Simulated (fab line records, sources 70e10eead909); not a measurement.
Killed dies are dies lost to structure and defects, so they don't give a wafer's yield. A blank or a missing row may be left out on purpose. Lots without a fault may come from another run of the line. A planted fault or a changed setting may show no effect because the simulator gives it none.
fab line records | flow nand_harc
record lots=15 wafers=45 last_day=33
route steps=1302 shown P_M1@298
lots that met no fault: from a run of the same line without faults
start_h: hours from the record's first day to the start of the lot's first wafer shown | wait_h: hours since the lot's step before | " the same as in the row above | L1.1+2: a row that stands for several wafers | - no value, or no start given | * or withheld: withheld | < > ~ a bound
route shown NAME@n: a module of which the file shows steps, and the number in the route of the first | usual: mean/standard deviation of fault-free wafers | same: alike in all rows | chamber/n: place in a boat | sites: the reading at each site | _std_site: their standard deviation | _edge_site: outer sites' mean less inner sites' | radius_mm: how far each site lies from the wafer's centre | mask NAME#n: copy n | behind: the tool/chamber that last shaped the wafer | hold: why the lot was held/for how many hours/how that ended | device: the transistor (n, p or np) that didn't switch | end of line: the same wafers' tests at the end of the route | a step without rows: its recipe alone | killed: dies lost to structure and defects at the first sort, not the wafer's yield | map: a wafer's dies, x killed, . not, _ none there
set.NAME: the setting as run; set.NAME@STEP: as run at that earlier step | model.NAME: the simulator's own value behind a step, which no gauge read
steps of the route over a sample of lots; a table a step, a row a wafer
services: from which hour (start_h, from the record's first day; less than 0 if before it) a tool's chamber was out of use, for how many hours, and why
## steps
# step NHARC_P_M1_DESCUM_14
# recipe time_s=3 o2_flow_sccm=200 ar_flow_sccm=0 bias_power_w=0 chemistry=O2
# usual drypump_motor_current_A=5.9/0.54 oes_product_au=1.001/0.0087 rf_vpp_V=57.7/0.92 showerhead_plenum_p_Torr=1.88/0.082 throttle_valve_pct=11.312/0.0089
# columns lot.wafer tool chamber start_h wait_h drypump_motor_current_A oes_product_au rf_hours_counter_h rf_vpp_V showerhead_plenum_p_Torr throttle_valve_pct
L219.3 rie_diel-12 0 139.31 0.1 5.4 0.997 4 59.1 2.00 11.311
L219.2 " 3 " " 5.8 0.999 2 59.3 2.01 11.321
L219.6 " 3 " " 5.8 1.000 - 58.6 2.01 11.333
L220.2 rie_diel-09 3 153.54 0.1 5.8 1.008 0 57.4 1.88 11.315
L220.3 " 1 " " 5.4 1.005 0 56.3 1.79 11.318
L220.5 " 2 " " 6.7 1.015 - 58.2 1.84 11.289
L221.2 rie_diel-09 1 157.92 0.1 5.4 1.004 0 57.6 1.79 11.310
L221.6 " 1 " " 5.4 0.997 - 58.9 1.79 11.304
L221.5 " 2 " " 6.7 1.018 - 58.9 1.84 11.315
L222.2 rie_diel-12 0 186.65 0.1 5.4 0.992 9 56.9 2.00 11.314
L222.3 " 1 " " 5.7 0.997 4 57.6 1.77 11.317
L222.6 " 0 " " 5.4 0.998 - 57.8 2.00 11.310
L227.1 rie_diel-12 0 224.23 0.1 5.5 0.995 13 56.9 2.00 11.318
L227.6 " 0 " " 5.4 1.006 - 58.1 2.00 11.308
L227.5 " 1 " " 5.7 0.991 - 57.6 1.77 11.313
L228.3 rie_diel-09 2 232.25 0.1 6.7 1.001 3 58.4 1.84 11.305
L228.2 " 3 " " 5.8 0.990 4 58.8 1.88 11.308
L228.1 " 0 " " 6.8 1.009 4 57.4 1.84 11.292
L229.4 rie_diel-12 0 239.44 0.1 5.4 1.007 13 58.1 2.00 11.329
L229.1 " 2 " " 5.7 1.020 11 57.3 1.86 11.314
L229.6 " 0 " " 5.5 1.007 - 58.0 2.00 11.307
L234.1 rie_diel-12 3 279.69 0.1 5.9 0.999 0 57.4 2.01 11.304
L234.5 " 3 " " 5.9 0.995 - 58.9 2.01 11.317
L234.6 " 0 " " 5.4 1.005 - 58.7 2.00 11.299
L235.2 rie_diel-09 0 292.06 0.1 6.8 1.003 7 58.8 1.84 11.318
L235.5 " 1 " " 5.4 1.004 - 57.6 1.79 11.310
L235.6 " 2 " " 6.7 1.005 - 56.4 1.84 11.308
L236.3 rie_diel-01 0 308.50 0.1 4.9 1.001 28 60.1 1.83 11.312
L236.4 " 1 " " 6.4 1.009 30 57.7 1.85 11.315
L236.2 " 3 " " 5.9 1.004 22 58.2 1.85 11.303
L237.1 rie_diel-09 0 312.46 0.1 6.8 1.006 8 58.3 1.84 11.325
L237.2 " 1 " " 5.4 1.009 8 57.4 1.79 11.307
L237.5 " 2 " " 6.7 1.007 - 58.5 1.84 11.319
L238.3 rie_diel-12 1 322.16 0.1 5.7 1.000 5 57.4 1.77 11.316
L238.2 " 3 " " 5.8 1.003 5 57.2 2.01 11.314
L238.5 " 0 " " 5.4 0.994 - 56.9 2.00 11.323
L239.2 rie_diel-09 3 346.67 0.1 5.8 1.017 1 57.6 1.88 11.318
L239.3 " 0 " " 6.8 1.015 1 57.9 1.84 11.324
L239.1 " 1 " " 5.4 1.011 1 57.2 1.79 11.317
L240.4 rie_diel-09 0 351.13 0.1 6.8 1.011 1 57.1 1.84 11.313
L240.2 " 2 " " 6.7 1.000 1 59.0 1.84 11.301
L240.1 " 3 " " 5.8 1.006 1 57.8 1.88 11.315
L241.4 rie_diel-09 3 357.80 0.1 5.8 1.011 1 57.8 1.88 11.321
L241.2 " 0 " " 6.8 0.998 1 56.2 1.84 11.313
L241.6 " 2 " " 6.7 1.002 - 57.1 1.84 11.314
# step NHARC_P_M1_PVD_21
# recipe target_thk_a=300 chamber_pressure_pa=5 power_w=5000 substrate_temp_c=30 time_s=20.49 material=Cu
# usual throttle_valve_pct=30.0/0.97
# columns lot.wafer tool chamber start_h wait_h throttle_valve_pct
L219.3 pvd_sputter-03 - - - 28.6
L219.2 " - " " 30.0
L219.6 " - " " 29.6
L220.2 pvd_sputter-01 - - - 30.2
L220.3 " - " " 28.3
L220.5 " - " " 29.6
L221.2 pvd_sputter-03 - - - 29.0
L221.5 " - " " 29.4
L221.6 " - " " 29.9
L222.3 pvd_sputter-03 - - - 28.5
L222.2 " - " " 30.5
L222.6 " - " " 29.6
L227.1 pvd_sputter-02 - - - 31.4
L227.5 " - " " 31.5
L227.6 " - " " 29.7
L228.2 pvd_sputter-03 - - - 30.5
L228.3 " - " " 30.2
L228.1 " - " " 29.8
L229.4 pvd_sputter-03 - - - 28.2
L229.1 " - " " 30.3
L229.6 " - " " 29.5
L234.1 pvd_sputter-01 - - - 30.2
L234.6 " - " " 30.3
L234.5 " - " " 30.6
L235.2 pvd_sputter-02 - - - 31.6
L235.5 " - " " 32.1
L235.6 " - " " 31.7
L236.3 pvd_sputter-02 - - - 31.5
L236.2 " - " " 29.8
L236.4 " - " " 30.7
L237.1 pvd_sputter-03 - - - 28.2
L237.2 " - " " 30.6
L237.5 " - " " 30.7
L238.2 pvd_sputter-03 - - - 30.7
L238.3 " - " " 29.4
L238.5 " - " " 30.3
L239.1 pvd_sputter-01 - - - 28.8
L239.3 " - " " 29.6
L239.2 " - " " 30.3
L240.1 pvd_sputter-01 - - - 30.6
L240.2 " - " " 28.6
L240.4 " - " " 30.0
L241.4 pvd_sputter-01 - - - 28.7
L241.2 " - " " 29.5
L241.6 " - " " 28.6
# step NHARC_P_M1_ANNEAL_31
# recipe temp_c=225 time_s=90
# usual wafer_temp_C_max=225.80/0.25
# columns lot.wafer tool chamber start_h wait_h wafer_temp_C_max
L219.2 rtp_anneal-02 0 141.17 0.3 226.08
L219.3 " 0 " " 225.96
L219.6 " 0 " " 226.09
L220.2 rtp_anneal-01 0 155.40 0.3 226.62
L220.3 " 0 " " 225.79
L220.5 " 0 " " 226.24
L221.2 rtp_anneal-02 0 159.73 - 225.48
L221.5 " 0 " " 225.76
L221.6 " 0 " " 225.48
L222.2 rtp_anneal-01 0 188.48 0.3 225.59
L222.3 " 0 " " 225.60
L222.6 " 0 " " 225.72
L227.1 rtp_anneal-01 0 225.98 0.3 225.95
L227.5 " 0 " " 225.68
L227.6 " 0 " " 225.62
L228.1 rtp_anneal-02 0 234.01 0.3 226.09
L228.2 " 0 " " 226.17
L228.3 " 0 " " 225.65
L229.1 rtp_anneal-02 0 241.19 0.3 226.30
L229.4 " 0 " " 225.90
L229.6 " 0 " " 225.58
L234.1 rtp_anneal-01 0 281.48 0.3 226.00
L234.5 " 0 " " 225.91
L234.6 " 0 " " 226.06
L235.2 rtp_anneal-02 0 294.02 - 226.01
L235.5 " 0 " " 225.84
L235.6 " 0 " " 225.60
L236.2 rtp_anneal-02 0 310.32 - 225.45
L236.3 " 0 " " 225.80
L236.4 " 0 " " 225.66
L237.1 rtp_anneal-02 0 314.19 - 226.13
L237.2 " 0 " " 226.23
L237.5 " 0 " " 225.92
L238.2 rtp_anneal-02 0 323.98 - 225.53
L238.3 " 0 " " 225.12
L238.5 " 0 " " 225.81
L239.1 rtp_anneal-02 0 348.51 - 225.73
L239.2 " 0 " " 225.75
L239.3 " 0 " " 225.82
L240.1 rtp_anneal-02 0 352.93 0.3 225.84
L240.2 " 0 " " 226.00
L240.4 " 0 " " 225.82
L241.2 rtp_anneal-01 0 359.64 - 225.66
L241.4 " 0 " " 225.74
L241.6 " 0 " " 225.99
# step NHARC_P_M1_CMP_23
# recipe t_overpolish_s=20 target_thk_nm=157.82
# usual edge_zone_pressure_frac=1.000/0.0049 motor_current_A=12.1/1.3 slurry_filter_dp_kPa=13.49/0.13 time_to_endpoint_s=26.8/2.5
# columns lot.wafer tool chamber start_h wait_h edge_zone_pressure_frac motor_current_A slurry_filter_dp_kPa time_to_endpoint_s
L219.2 cmp-04 1 141.47 - 0.994 13.1 13.42 27.3
L219.3 " 2 " " 0.992 10.9 13.46 26.3
L219.6 " 1 " " 0.988 13.1 13.38 29.8
L220.2 cmp-03 1 155.70 - 0.999 11.8 13.53 29.2
L220.3 " 2 " " 1.008 12.7 13.37 26.4
L220.5 " 2 " " 1.000 12.7 13.53 24.8
L221.2 cmp-03 2 160.02 - 1.003 12.5 13.50 25.0
L221.5 " 2 " " 1.002 12.6 13.61 22.7
L221.6 " 3 " " 1.003 12.4 13.38 25.1
L222.2 cmp-03 0 188.83 - 1.006 15.8 13.69 28.4
L222.3 " 1 " " 0.988 10.8 13.52 24.7
L222.6 " 3 " " 0.998 12.4 13.61 29.7
L227.1 cmp-03 0 226.35 - - - - -
L227.6 " 3 " " - - - -
L227.5 " 0 " " - - - -
L228.1 cmp-04 3 234.39 - - - - -
L228.3 " 0 " " - - - -
L228.2 " 1 " " - - - -
L229.4 cmp-04 0 241.55 - - - - -
L229.1 " 1 " " - - - -
L229.6 " 0 " " - - - -
L234.1 cmp-03 2 281.82 - 1.006 12.4 13.65 27.1
L234.5 " 2 " " 1.006 12.9 13.62 26.9
L234.6 " 3 " " 0.997 12.0 13.48 32.1
L235.2 cmp-03 1 294.35 - 1.002 11.5 13.38 24.4
L235.6 " 0 " " 0.999 15.2 13.60 28.1
L235.5 " 1 " " 0.996 11.6 13.38 24.2
L236.2 cmp-01 3 310.60 - 1.002 12.0 13.68 25.8
L236.4 " 1 " " 1.007 13.2 13.75 25.8
L236.3 " 2 " " 1.003 10.4 13.20 25.9
L237.1 cmp-04 0 314.60 - 1.002 10.8 13.39 28.6
L237.2 " 1 " " 1.000 13.8 13.41 32.4
L237.5 " 2 " " 0.988 10.5 13.60 32.7
L238.3 cmp-04 2 324.30 - 1.003 11.0 13.29 26.7
L238.2 " 3 " " 1.003 10.7 13.26 27.2
L238.5 " 1 " " 0.998 14.1 13.74 25.8
L239.3 cmp-01 3 348.85 - 1.002 11.7 13.62 29.1
L239.1 " 1 " " 0.993 13.3 13.74 29.6
L239.2 " 2 " " 1.002 10.5 13.51 28.3
L240.1 cmp-04 1 353.28 - 1.002 13.7 13.48 30.7
L240.2 " 3 " " 0.991 10.5 13.65 26.0
L240.4 " 0 " " 1.005 10.7 13.46 25.6
L241.4 cmp-04 1 359.94 - 1.006 14.0 13.36 27.4
L241.2 " 3 " " 0.996 10.3 13.32 26.9
L241.6 " 2 " " 0.994 10.9 13.51 27.5
# step NHARC_P_M1_THK_MEAS_24
# recipe thk_meas_gauge=xrf
# usual thk_nm=157.0/1.4
# columns lot.wafer tool chamber start_h wait_h thk_nm
L219.2 film_metro-02 - 141.78 - 156.1
L219.3 " - " " 159.3
L219.6 " - " " 157.8
L220.2 film_metro-01 - 156.01 - 155.3
L220.3 " - " " 159.8
L220.5 " - " " 156.0
L221.2 film_metro-01 - 160.33 - 157.1
L221.5 " - " " 158.0
L221.6 " - " " 158.7
L222.2 film_metro-01 - 189.08 - 158.1
L222.3 " - " " 156.3
L222.6 " - " " 156.3
L227.1 film_metro-01 - 226.63 0.3 402.7
L227.5 " - " " 396.7
L227.6 " - " " 398.6
L228.1 film_metro-02 - 234.67 0.3 404.8
L228.2 " - " " 411.0
L228.3 " - " " 404.0
L229.1 film_metro-02 - 241.83 0.2 389.1
L229.4 " - " " 394.3
L229.6 " - " " 402.1
L234.1 film_metro-01 - 282.14 - 154.8
L234.5 " - " " 157.3
L234.6 " - " " 158.4
L235.2 film_metro-02 - 294.63 - 155.4
L235.5 " - " " 157.9
L235.6 " - " " 157.5
L236.2 film_metro-01 - 310.92 - 158.2
L236.3 " - " " 156.5
L236.4 " - " " 157.2
L237.1 film_metro-01 - 314.86 - 157.6
L237.2 " - " " 159.4
L237.5 " - " " 157.1
L238.2 film_metro-02 - 324.59 - 154.8
L238.3 " - " " 157.4
L238.5 " - " " 157.6
L239.1 film_metro-01 - 349.17 - 157.2
L239.2 " - " " 157.7
L239.3 " - " " 156.4
L240.1 film_metro-01 - 353.59 - 158.7
L240.2 " - " " 158.3
L240.4 " - " " 156.6
L241.2 film_metro-01 - 360.25 - 155.9
L241.4 " - " " 158.7
L241.6 " - " " 158.0
## services
# columns tool chamber start_h hours kind
cmp-04 - 116.12 4.6 repair
rie_diel-12 2 127.68 8.0 repair
rie_diel-09 - 143.10 9.0 pm
rie_diel-12 2 146.28 9.7 repair
cmp-03 - 162.26 4.0 pm
rie_diel-09 - 163.58 0.4 repair
cmp-03 - 167.10 0.3 repair
rie_diel-09 2 167.88 9.0 repair
pvd_sputter-03 - 173.99 10.0 pm
rie_diel-12 2 187.25 2.9 repair
cmp-04 - 206.40 1.1 repair
cmp-03 - 208.98 2.1 repair
cmp-04 - 209.05 4.0 pm
cmp-03 - 213.48 6.9 repair
rie_diel-09 - 214.93 3.0 repair
cmp-03 - 237.57 1.0 repair
cmp-03 - 252.52 0.3 repair
cmp-03 - 260.26 4.0 pm
rie_diel-12 - 268.43 9.0 pm
cmp-04 - 296.77 0.6 repair
cmp-04 - 307.05 4.0 pm
rie_diel-09 - 320.10 9.0 pm
pvd_sputter-03 - 352.02 10.0 pm
rie_diel-09 3 354.91 2.0 repair
## key
first_sign step=NHARC_P_M1_CMP_23 reading=tool_record direction=missing
effect step=NHARC_P_M1_THK_MEAS_24 reading=thk_nm direction=up sigmas=99+ usual=157.0 struck=400.4
met_at NHARC_P_M1_CMP_23
struck_lots L227,L228,L229
later_rows_left_out L227.1,L227.5,L227.6,L228.1,L228.2,L228.3,L229.1,L229.4,L229.6
sort_left_out L227.1,L227.5,L227.6,L228.1,L228.2,L228.3,L229.1,L229.4,L229.6
not_acting_at NHARC_P_M1_DESCUM_14,NHARC_P_M1_PVD_21,NHARC_P_M1_ANNEAL_31
onset_between 188.83 226.35
fault kind=skipped_step_whole tool=cmp-03,cmp-04 chamber=- onset_h=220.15 steps=NHARC_P_M1_CMP_23 scope=struck_lots_only
# sort_left_out: the simulated sort isn't trusted on such a fault, so these wafers' sort isn't shown, and their yield isn't known
# later_rows_left_out: the simulator's readings of these wafers behind a module that went badly wrong aren't trusted and aren't shown, but for the sort
